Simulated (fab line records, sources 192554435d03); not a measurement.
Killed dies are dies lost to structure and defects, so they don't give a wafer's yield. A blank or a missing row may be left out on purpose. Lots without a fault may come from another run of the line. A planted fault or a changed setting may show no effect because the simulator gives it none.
Split-lot experiment | flow n5_finfet | 7 lots, 21 wafers read, on a route of 1938 steps

THE SPLIT
At N5_BEOL_M5_ETCH_41 (etches SiCN in CH3F/O2, target depth 31.5 nm, time 56.7 s), the setting source_w was moved away from the recipe's 395 W on 7 of the 21 wafers read, by -17.9% to +11.9%. The other wafers ran this setting at the recipe's value.

The reading is taken at the split's own step.

THE READING
rf_vpp_V, in V, at N5_BEOL_M5_ETCH_41 (etches SiCN in CH3F/O2, target depth 31.5 nm, time 56.7 s). Fault-free wafers of this fab line usually give 298.2 V, standard deviation 1.7 V.

wafer  | tool, chamber at the split | source_w as run, W | against the recipe | rf_vpp_V, V | against lot-mates on the recipe
L078.2 | rie_diel-04, 3             | 395                | recipe             | 298.1       | -
L078.4 | rie_diel-04, 1             | 395                | recipe             | 297.3       | -
L078.5 | rie_diel-04, 2             | 395                | recipe             | 297.5       | -
L082.3 | rie_diel-04, 3             | 367.3              | -7.0%              | 307.1       | +9.7
L082.4 | rie_diel-04, 1             | 395                | recipe             | 297.4       | -
L082.5 | rie_diel-04, 1             | 367.3              | -7.0%              | 303.7       | +6.3
L087.2 | rie_diel-02, 2             | 415.4              | +5.2%              | 293.5       | -6.1
L087.3 | rie_diel-02, 0             | 415.4              | +5.2%              | 295.4       | -4.2
L087.6 | rie_diel-02, 1             | 395                | recipe             | 299.6       | -
L089.2 | rie_diel-02, 2             | 324.2              | -17.9%             | 317.4       | +18.0
L089.3 | rie_diel-02, 3             | 395                | recipe             | 298.6       | -
L089.5 | rie_diel-02, 1             | 395                | recipe             | 300.1       | -
L088.1 | rie_diel-06, 3             | 395                | recipe             | 298.1       | -
L088.2 | rie_diel-06, 1             | 395                | recipe             | 296.0       | -
L088.3 | rie_diel-06, 0             | 395                | recipe             | 296.7       | -
L092.1 | rie_diel-06, 2             | 395                | recipe             | 298.4       | -
L092.2 | rie_diel-06, 1             | 395                | recipe             | 294.7       | -
L092.5 | rie_diel-06, 0             | 395                | recipe             | 295.8       | -
L095.1 | rie_diel-02, 2             | 395                | recipe             | 298.5       | -
L095.4 | rie_diel-02, 3             | 442.1              | +11.9%             | 286.7       | -11.8
L095.6 | rie_diel-02, 3             | 442.1              | +11.9%             | 288.5       | -10.0

THE FIT
A straight line over all 21 wafers: rf_vpp_V changes by -0.973 V for each +1% of source_w; r = -0.97; the points scatter about the line by 1.6 V.
The same after taking each lot's own level away (the mean of its wafers on the recipe; 21 wafers): -0.989 V for each +1%; r = -0.98; scatter 1.1 V.
On that fit, the largest move of source_w shifts the reading by 18 V.
The lots' own levels span 296.30 to 299.60 V, that is 1.9 times the standard deviation above.
So the lot-to-lot level changes the slope little: the two slopes agree.
Check: with one of the wafers moved furthest among these (-17.9%) left out of the fit, the line predicts +17.8 V for it against its lot-mates. It came out at +18 V against them.
Tool readings at the split's step, against how far the setting was moved: rf_vpp_V r = -0.97.

OTHER SPLITS ON THESE WAFERS
These wafers also went through other splits before the reading. Each is held against what the fit with the lots' levels taken away leaves over:
other split on the same wafers   | wafers away from the commonest value | r with rf_vpp_V (lot level and that fit taken away)
N5_BEOL_M2_TRENCH_ETCH_37 bias_w | 7                                    | -0.26
N5_BEOL_M3_COAT_76 spin_rpm      | 6                                    | -0.15
N5_BEOL_M4_COAT_05 spin_rpm      | 7                                    | +0.35
N5_BEOL_M4_ETCH_64 time_s        | 7                                    | -0.35
N5_BEOL_M5_TRENCH_ETCH_37 bias_w | 8                                    | -0.23

THE FILE'S OWN FIT
rf_vpp_V changes by -0.992 V for each +1% of source_w, r = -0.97.
